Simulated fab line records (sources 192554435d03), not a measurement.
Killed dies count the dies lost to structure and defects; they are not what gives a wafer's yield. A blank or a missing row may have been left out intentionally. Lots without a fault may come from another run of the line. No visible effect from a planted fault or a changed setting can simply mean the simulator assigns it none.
Which tool did it? | flow n5Finfet | Sampling: 23 lots, 69 wafers, 5 of 1938 route steps

## WHAT EACH GAUGE READ, for each wafer
N5_BEOL_M10_CD_MEAS_35: target cd 70 nm. Usual: cdNm 70.1 nm, standard deviation 0.64.
lot  | measured     | on       | cdNm (nm)      | flag
L074 | day 9 20:29  | cdSem-02 | 69.4 70.4 70.7 | 
L076 | day 10 04:29 | cdSem-03 | 69.0 69.8 70.4 | 
L075 | day 10 04:57 | cdSem-02 | 69.9 70.6 69.7 | 
L077 | day 10 12:10 | cdSem-03 | 70.6 71.9 69.7 | 
L078 | day 10 22:19 | cdSem-02 | 68.9 68.9 70.2 | 
L079 | day 11 12:34 | cdSem-02 | 70.8 70.4 69.5 | 
L080 | day 11 12:25 | cdSem-02 | 70.9 71.1 70.7 | 
L081 | day 12 00:55 | cdSem-01 | 69.5 69.4 70.7 | 
L082 | day 12 07:40 | cdSem-02 | 69.5 69.8 69.6 | 
L083 | day 12 07:50 | cdSem-02 | 71.1 70.4 70.7 | 
L084 | day 12 11:05 | cdSem-03 | 70.6 69.6 70.0 | 
L085 | day 13 07:38 | cdSem-02 | 71.1 70.3 69.7 | 
L087 | day 13 10:39 | cdSem-02 | 70.0 69.9 70.5 | 
L089 | day 13 15:00 | cdSem-03 | 69.3 69.3 70.2 | 
L086 | day 13 14:42 | cdSem-02 | 71.2 70.1 70.5 | 
L088 | day 14 14:41 | cdSem-03 | 71.2 71.5 69.7 | 
L090 | day 14 16:52 | cdSem-03 | 68.5 68.5 69.3 | 
L091 | day 14 21:26 | cdSem-03 | 70.9 69.9 69.3 | 
L092 | day 14 21:16 | cdSem-01 | 69.9 69.2 69.1 | 
L093 | day 15 16:17 | cdSem-01 | 69.7 70.2 69.3 | 
L094 | day 15 20:01 | cdSem-01 | 70.5 69.5 70.2 | 
L097 | day 15 23:00 | cdSem-01 | 70.1 70.4 69.5 | 
L095 | day 16 03:21 | cdSem-03 | 71.2 70.5 70.2 | 

## WHAT TOOL EACH LOT RAN ON (gives the tool, then ch and the chambers of the sampled wafers, and finally the start)
lot  | N5_BEOL_M9_STRIP_67               | N5_BEOL_M9_SURFACE_TREAT_79 | N5_BEOL_M10_DESCUM_33             | N5_BEOL_M10_STRIP_36
L074 | rieDiel-06 ch 0,3, day 9 09:53    | pvdSputter-03, day 9 15:06  | rieDiel-04 ch 1,2,3, day 9 19:50  | rieDiel-04 ch 1,2,3, day 9 20:07
L076 | rieDiel-01 ch 0,1,3, day 9 17:31  | pvdSputter-01, day 9 20:43  | rieDiel-03 ch 0,1,3, day 10 03:50 | rieDiel-03 ch 0,1,3, day 10 04:07
L075 | rieDiel-06 ch 0,2,3, day 9 18:26  | pvdSputter-03, day 9 21:10  | rieDiel-04 ch 0,1,3, day 10 04:18 | rieDiel-04 ch 0,1,3, day 10 04:34
L077 | rieDiel-06 ch 0,1,2, day 10 01:32 | pvdSputter-03, day 10 05:13 | rieDiel-04 ch 0,1,3, day 10 11:31 | rieDiel-04 ch 0,1,3, day 10 11:47
L078 | rieDiel-06 ch 1,2,3, day 10 12:47 | pvdSputter-03, day 10 16:13 | rieDiel-04 ch 2,3, day 10 21:39   | rieDiel-04 ch 2,3, day 10 21:55
L079 | rieDiel-02 ch 1,2,3, day 10 20:17 | pvdSputter-01, day 10 22:59 | rieDiel-05 ch 1,2, day 11 11:55   | rieDiel-05 ch 1,2, day 11 12:11
L080 | rieDiel-06 ch 0,1,3, day 10 22:55 | pvdSputter-01, day 11 05:55 | rieDiel-04 ch 0,2,3, day 11 11:46 | rieDiel-04 ch 0,2,3, day 11 12:03
L081 | rieDiel-02 ch 2,3, day 11 08:26   | pvdSputter-02, day 11 13:20 | rieDiel-04 ch 0,2, day 11 23:58   | rieDiel-04 ch 0,2, day 12 00:23
L082 | rieDiel-01 ch 1,2,3, day 11 21:19 | pvdSputter-01, day 12 01:16 | rieDiel-03 ch 0,1,3, day 12 07:01 | rieDiel-03 ch 0,1,3, day 12 07:17
L083 | rieDiel-01 ch 0,1,2, day 11 21:34 | pvdSputter-01, day 12 01:39 | rieDiel-05 ch 0,1,2, day 12 07:11 | rieDiel-05 ch 0,1,2, day 12 07:27
L084 | rieDiel-01 ch 0,1, day 11 22:08   | pvdSputter-01, day 12 01:47 | rieDiel-04 ch 1,3, day 12 10:26   | rieDiel-04 ch 1,3, day 12 10:43
L085 | rieDiel-01 ch 1,2, day 12 19:32   | pvdSputter-03, day 12 22:46 | rieDiel-03 ch 1,2,3, day 13 06:59 | rieDiel-03 ch 1,2,3, day 13 07:16
L087 | rieDiel-06 ch 0,3, day 12 22:56   | pvdSputter-03, day 13 05:14 | rieDiel-03 ch 2,3, day 13 10:00   | rieDiel-03 ch 2,3, day 13 10:16
L089 | rieDiel-06 ch 0,3, day 13 05:10   | pvdSputter-03, day 13 08:53 | rieDiel-03 ch 1,2,3, day 13 14:21 | rieDiel-03 ch 1,2,3, day 13 14:37
L086 | rieDiel-02 ch 0,1,2, day 13 05:23 | pvdSputter-01, day 13 09:06 | rieDiel-04 ch 2,3, day 13 14:03   | rieDiel-04 ch 2,3, day 13 14:19
L088 | rieDiel-01 ch 0,3, day 14 01:22   | pvdSputter-03, day 14 05:11 | rieDiel-04 ch 1,2, day 14 14:02   | rieDiel-04 ch 1,2, day 14 14:19
L090 | rieDiel-01 ch 0,2, day 14 05:38   | pvdSputter-02, day 14 11:26 | rieDiel-04 ch 0,1,2, day 14 16:13 | rieDiel-04 ch 0,1,2, day 14 16:29
L091 | rieDiel-06 ch 0,3, day 14 11:20   | pvdSputter-02, day 14 14:48 | rieDiel-04 ch 1,3, day 14 20:47   | rieDiel-04 ch 1,3, day 14 21:04
L092 | rieDiel-01 ch 2,3, day 14 11:25   | pvdSputter-02, day 14 15:10 | rieDiel-03 ch 2,3, day 14 20:37   | rieDiel-03 ch 2,3, day 14 20:54
L093 | rieDiel-01 ch 1,2,3, day 15 05:07 | pvdSputter-02, day 15 09:14 | rieDiel-03 ch 0,1,2, day 15 15:38 | rieDiel-03 ch 0,1,2, day 15 15:55
L094 | rieDiel-01 ch 0,2,3, day 15 09:32 | pvdSputter-02, day 15 12:06 | rieDiel-05 ch 0,1, day 15 19:22   | rieDiel-05 ch 0,1, day 15 19:38
L097 | rieDiel-01 ch 0,1,2, day 15 13:08 | pvdSputter-02, day 15 17:13 | rieDiel-03 ch 1,2,3, day 15 22:20 | rieDiel-03 ch 1,2,3, day 15 22:37
L095 | rieDiel-02 ch 0,1,2, day 15 16:52 | pvdSputter-01, day 15 20:20 | rieDiel-05 ch 0,1,3, day 16 02:42 | rieDiel-05 ch 0,1,3, day 16 02:58
- N5_BEOL_M9_STRIP_67: strips in CF4.
- N5_BEOL_M9_SURFACE_TREAT_79
- N5_BEOL_M10_DESCUM_33: chemistry O2, time 7.9 s.
- N5_BEOL_M10_STRIP_36: strips in N2/H2.

## WHAT THE TOOLS THEMSELVES READ (means of the sampled wafers that have a number; where no wafer has one, the mark that the record gives instead)
N5_BEOL_M9_STRIP_67. Usual: drypumpMotorCurrentA 5.52 A, standard deviation 0.25; oesProductAu 0.81 a.u., standard deviation 0.093; powerW 300.1 W, standard deviation 0.95; rfVppV 271.2 V, standard deviation 1.5; showerheadPlenumPTorr 1.80 Torr, standard deviation 0.051; throttleValvePct 13.55 %, standard deviation 0.25.
lot  | tool       | drypumpMotorCurrentA (A) | oesProductAu (a.u.) | powerW (W) | rfVppV (V) | showerheadPlenumPTorr (Torr) | throttleValvePct (%) | flag
L074 | rieDiel-06 | 5.81                     | 0.74                | 300.4      | 271.3      | 1.82                         | 13.67                | 
L076 | rieDiel-01 | 5.35                     | 0.86                | 301.2      | 270.7      | 1.78                         | 13.45                | 
L075 | rieDiel-06 | 5.69                     | 0.75                | 299.5      | 272.4      | 1.84                         | 13.55                | 
L077 | rieDiel-06 | 5.51                     | 0.70                | 300.5      | 271.8      | 1.81                         | 13.76                | 
L078 | rieDiel-06 | 5.53                     | 0.75                | 299.5      | 271.7      | 1.83                         | 13.50                | 
L079 | rieDiel-02 | 5.60                     | 0.80                | 300.1      | 270.1      | 1.75                         | 13.45                | 
L080 | rieDiel-06 | 5.64                     | 0.73                | 300.1      | 271.6      | 1.81                         | 13.65                | 
L081 | rieDiel-02 | 5.68                     | 0.79                | 299.9      | 270.0      | 1.77                         | 13.34                | 
L082 | rieDiel-01 | 5.45                     | 0.91                | 299.8      | 272.3      | 1.82                         | 13.46                | 
L083 | rieDiel-01 | 5.55                     | 0.88                | 300.2      | 271.0      | 1.80                         | 13.44                | 
L084 | rieDiel-01 | 5.45                     | 0.87                | 300.5      | 271.5      | 1.79                         | 13.28                | 
L085 | rieDiel-01 | 5.66                     | 0.94                | 300.9      | 271.7      | 1.83                         | 13.42                | 
L087 | rieDiel-06 | 5.81                     | 0.92                | 301.0      | 271.1      | 1.82                         | 13.34                | 
L089 | rieDiel-06 | 5.88                     | 0.87                | 299.4      | 272.1      | 1.84                         | 13.28                | 
L086 | rieDiel-02 | 5.53                     | 0.83                | 300.2      | 271.9      | 1.78                         | 13.34                | 
L088 | rieDiel-01 | 5.25                     | 0.79                | 300.1      | 270.1      | 1.77                         | 13.74                | 
L090 | rieDiel-01 | 5.66                     | 0.86                | 300.2      | 271.2      | 1.79                         | 13.64                | 
L091 | rieDiel-06 | 5.85                     | 0.84                | 300.2      | 272.8      | 1.83                         | 13.31                | 
L092 | rieDiel-01 | 5.36                     | 0.85                | 299.8      | 271.6      | 1.80                         | 13.70                | 
L093 | rieDiel-01 | 5.47                     | 0.87                | 299.1      | 271.6      | 1.81                         | 13.50                | 
L094 | rieDiel-01 | 5.44                     | 0.81                | 300.5      | 270.2      | 1.78                         | 13.72                | 
L097 | rieDiel-01 | 5.54                     | 0.84                | 300.7      | 271.0      | 1.79                         | 13.50                | 
L095 | rieDiel-02 | 5.54                     | 0.81                | 299.2      | 271.6      | 1.78                         | 13.38                | 

N5_BEOL_M10_DESCUM_33. Usual: drypumpMotorCurrentA 6.0 A, standard deviation 0.45; oesProductAu 0.81 a.u., standard deviation 0.11; rfVppV 243.2 V, standard deviation 1.4; showerheadPlenumPTorr 2.09 Torr, standard deviation 0.074; tempC 40.02 C, standard deviation 0.11; throttleValvePct 20.29 %, standard deviation 0.25.
lot  | tool       | drypumpMotorCurrentA (A) | oesProductAu (a.u.) | rfVppV (V) | showerheadPlenumPTorr (Torr) | tempC (C) | throttleValvePct (%) | flag
L074 | rieDiel-04 | 6.2                      | 0.72                | 242.6      | 2.07                         | 40.06     | 20.37                | 
L076 | rieDiel-03 | 5.8                      | 0.80                | 243.1      | 2.05                         | 40.02     | 20.33                | 
L075 | rieDiel-04 | 6.2                      | 0.72                | 244.0      | 2.11                         | 39.93     | 20.26                | 
L077 | rieDiel-04 | 6.3                      | 0.71                | 243.6      | 2.11                         | 40.03     | 20.26                | 
L078 | rieDiel-04 | 6.2                      | 0.75                | 242.9      | 2.02                         | 39.95     | 20.32                | 
L079 | rieDiel-05 | 5.3                      | 0.79                | 242.8      | 2.12                         | 39.91     | 20.23                | 
L080 | rieDiel-04 | 6.4                      | 0.71                | 242.4      | 2.07                         | 40.21     | 20.37                | 
L081 | rieDiel-04 | 6.5                      | 0.68                | 243.3      | 2.08                         | 40.06     | 20.51                | 
L082 | rieDiel-03 | 5.8                      | 0.78                | 241.8      | 2.04                         | 39.97     | 20.36                | 
L083 | rieDiel-05 | 5.6                      | 0.87                | 243.9      | 2.18                         | 39.96     | 20.16                | 
L084 | rieDiel-04 | 6.1                      | 0.89                | 242.7      | 2.11                         | 40.10     | 20.06                | 
L085 | rieDiel-03 | 6.0                      | 0.87                | 242.9      | 2.06                         | 40.01     | 20.40                | 
L087 | rieDiel-03 | 5.8                      | 0.91                | 244.3      | 2.10                         | 40.01     | 20.59                | 
L089 | rieDiel-03 | 6.0                      | 0.86                | 242.3      | 2.06                         | 40.03     | 20.40                | 
L086 | rieDiel-04 | 6.3                      | 0.89                | 242.2      | 2.02                         | 39.92     | 20.22                | 
L088 | rieDiel-04 | 6.3                      | 0.92                | 242.4      | 2.07                         | 40.05     | 20.16                | 
L090 | rieDiel-04 | 6.4                      | 0.93                | 244.2      | 2.11                         | 40.07     | 20.11                | 
L091 | rieDiel-04 | 6.1                      | 0.85                | 243.3      | 2.10                         | 40.05     | 20.10                | 
L092 | rieDiel-03 | 5.6                      | 0.86                | 242.4      | 2.06                         | 39.95     | 20.52                | 
L093 | rieDiel-03 | 6.0                      | 0.79                | 243.2      | 2.07                         | 40.04     | 20.46                | 
L094 | rieDiel-05 | 5.3                      | 0.94                | 243.1      | 2.11                         | 39.95     | 19.93                | 
L097 | rieDiel-03 | 6.0                      | 0.83                | 242.2      | 2.05                         | 40.00     | 20.44                | 
L095 | rieDiel-05 | 5.6                      | 0.91                | 243.4      | 2.13                         | 40.16     | 19.86                | 

N5_BEOL_M10_STRIP_36. Usual: for drypumpMotorCurrentA, 6.1 A with a standard deviation of 0.45; for oesProductAu, 0.81 a.u. with a standard deviation of 0.11; for powerW, 450.2 W with a standard deviation of 1.4; for rfVppV, 59.2 V with a standard deviation of 1.8; for showerheadPlenumPTorr, 2.54 Torr with a standard deviation of 0.081; for tempC, 40.00 C with a standard deviation of 0.11; for throttleValvePct, 23.6 % with a standard deviation of 0.33.
lot  | tool       | drypumpMotorCurrentA (A) | oesProductAu (a.u.) | powerW (W) | rfVppV (V) | showerheadPlenumPTorr (Torr) | tempC (C) | throttleValvePct (%) | flag
L074 | rieDiel-04 | 6.2                      | 0.73                | 450.2      | 60.6       | 2.52                         | 39.96     | 23.6                 | 
L076 | rieDiel-03 | 5.9                      | 0.79                | 450.1      | 58.5       | 2.49                         | 40.04     | 23.6                 | 
L075 | rieDiel-04 | 6.2                      | 0.71                | 450.3      | 61.5       | 2.55                         | 39.95     | 23.4                 | 
L077 | rieDiel-04 | 6.3                      | 0.71                | 449.9      | 58.9       | 2.55                         | 40.03     | 23.4                 | 
L078 | rieDiel-04 | 6.2                      | 0.75                | 450.6      | 58.7       | 2.46                         | 40.01     | 23.7                 | 
L079 | rieDiel-05 | 5.3                      | 0.79                | 451.6      | 59.8       | 2.58                         | 39.83     | 23.6                 | 
L080 | rieDiel-04 | 6.4                      | 0.71                | 448.9      | 58.4       | 2.52                         | 39.94     | 23.6                 | 
L081 | rieDiel-04 | 6.5                      | 0.68                | 449.2      | 57.5       | 2.54                         | 40.04     | 23.8                 | 
L082 | rieDiel-03 | 5.8                      | 0.78                | 449.6      | 58.1       | 2.48                         | 40.11     | 23.6                 | 
L083 | rieDiel-05 | 5.6                      | 0.87                | 450.1      | 60.3       | 2.65                         | 40.06     | 23.5                 | 
L084 | rieDiel-04 | 6.1                      | 0.90                | 451.1      | 57.8       | 2.54                         | 39.91     | 23.2                 | 
L085 | rieDiel-03 | 6.0                      | 0.87                | 450.8      | 59.3       | 2.51                         | 39.98     | 23.8                 | 
L087 | rieDiel-03 | 5.8                      | 0.92                | 450.8      | 56.3       | 2.56                         | 40.05     | 24.0                 | 
L089 | rieDiel-03 | 6.0                      | 0.85                | 450.5      | 59.2       | 2.51                         | 40.01     | 23.8                 | 
L086 | rieDiel-04 | 6.3                      | 0.90                | 450.7      | 58.7       | 2.48                         | 40.10     | 23.6                 | 
L088 | rieDiel-04 | 6.3                      | 0.92                | 449.2      | 58.8       | 2.53                         | 40.03     | 23.4                 | 
L090 | rieDiel-04 | 6.4                      | 0.92                | 450.5      | 59.5       | 2.56                         | 39.98     | 23.3                 | 
L091 | rieDiel-04 | 6.1                      | 0.84                | 450.6      | 59.7       | 2.53                         | 40.01     | 23.3                 | 
L092 | rieDiel-03 | 5.7                      | 0.86                | 448.6      | 59.4       | 2.51                         | 40.04     | 23.9                 | 
L093 | rieDiel-03 | 6.0                      | 0.79                | 448.9      | 60.4       | 2.51                         | 40.02     | 23.7                 | 
L094 | rieDiel-05 | 5.3                      | 0.94                | 451.8      | 58.8       | 2.57                         | 40.01     | 23.3                 | 
L097 | rieDiel-03 | 6.0                      | 0.84                | 450.0      | 58.3       | 2.50                         | 39.97     | 23.8                 | 
L095 | rieDiel-05 | 5.7                      | 0.90                | 450.2      | 59.2       | 2.59                         | 40.09     | 23.2                 | 

## THE ANSWER, worked out from the rows above alone
Rule: a lot is off if the mean of its wafers that have a number lies more than 3 standard deviations from the usual mean. A lot without any number at a reading at which 4 lots or more have one is off too. All remaining lots with rows at the step are treated as sound. After the gauges, taken in route order, come the tools' own readings; for these a lot's mean is taken, as printed above. The first step at which some lot is off is used, and at that step the reading that is off furthest; a lot without a number counts as furthest.
Nothing can be told from this: no lot is off at any reading shown.

## WHAT THE SIMULATOR HAD PUT IN
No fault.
